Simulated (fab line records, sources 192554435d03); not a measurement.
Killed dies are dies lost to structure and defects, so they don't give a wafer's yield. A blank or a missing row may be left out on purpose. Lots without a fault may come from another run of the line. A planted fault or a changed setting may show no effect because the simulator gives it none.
Chamber matching | flow n5_finfet | N5_BEOL_M7_ETCH_65 on rie_diel-04: 4 sister chambers
The step etches SiARC in CF4, target depth 15.6 nm, time 26 s. 14 wafers are shown with their chamber, then 7 later ones without.

WAFERS WITH THEIR CHAMBER
wafer  | chamber | drypump_motor_current_A (A) | showerhead_plenum_p_Torr (Torr) | throttle_valve_pct (%)
L077.2 | 0       | 4.7                         | 2.03                            | 15.75
L077.5 | 2       | 5.8                         | 2.20                            | 15.33
L077.6 | 3       | 6.0                         | 2.12                            | 16.13
L079.1 | 2       | 5.8                         | 2.20                            | 15.36
L079.3 | 3       | 5.9                         | 2.12                            | 16.15
L079.5 | 1       | 6.1                         | 2.12                            | 15.43
L083.3 | 3       | 6.0                         | 2.12                            | 16.17
L083.4 | 0       | 4.7                         | 2.03                            | 15.80
L083.5 | 3       | 5.9                         | 2.12                            | 16.16
L088.1 | 2       | 5.7                         | 2.19                            | 15.39
L088.3 | 3       | 5.9                         | 2.12                            | 16.20
L088.5 | 3       | 5.9                         | 2.12                            | 16.16
L091.1 | 1       | 6.1                         | 2.11                            | 15.50
L091.2 | 0       | 4.7                         | 2.02                            | 15.81

SIGNATURES (means of the wafers above)
reading                  | chamber 0 | chamber 1 | chamber 2 | chamber 3 | scatter within a chamber
drypump_motor_current_A  | 4.700     | 6.100     | 5.767     | 5.933     | 0.0447
showerhead_plenum_p_Torr | 2.0267    | 2.1150    | 2.1967    | 2.1200    | 0.00428
throttle_valve_pct       | 15.7867   | 15.4650   | 15.3600   | 16.1617   | 0.03
Rule: a wafer's distance from a chamber is the root of the sum, over the readings, of the square of ((its reading less the chamber's mean) divided by the reading's scatter). The wafer belongs to the nearest chamber; if the next one is less than 2 further off, it can't be placed. The scatter: the root of (the sum of the squares of (reading less its chamber's mean) over the shown wafers, divided by (wafers less chambers)).

WAFERS WITHOUT THEIR CHAMBER
wafer  | drypump_motor_current_A (A) | showerhead_plenum_p_Torr (Torr) | throttle_valve_pct (%)
L091.6 | 5.7                         | 2.19                            | 15.39
L095.2 | 4.7                         | 2.02                            | 15.82
L095.3 | 6.0                         | 2.11                            | 15.48
L095.5 | 5.9                         | 2.11                            | 15.70
L097.1 | 4.7                         | 2.02                            | 15.83
L097.3 | 5.7                         | 2.19                            | 15.43
L097.5 | 6.1                         | 2.11                            | 15.52

WHICH CHAMBER EACH WENT THROUGH
wafer  | from the rows above | in truth
L091.6 | 2                   | 2
L095.2 | 0                   | 0
L095.3 | 1                   | 1
L095.5 | 1                   | 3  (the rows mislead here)
L097.1 | 0                   | 0
L097.3 | 2                   | 2
L097.5 | 1                   | 1
Placed correctly: 6 of 7. Can't be placed from these rows: 0. Placed wrongly: 1.
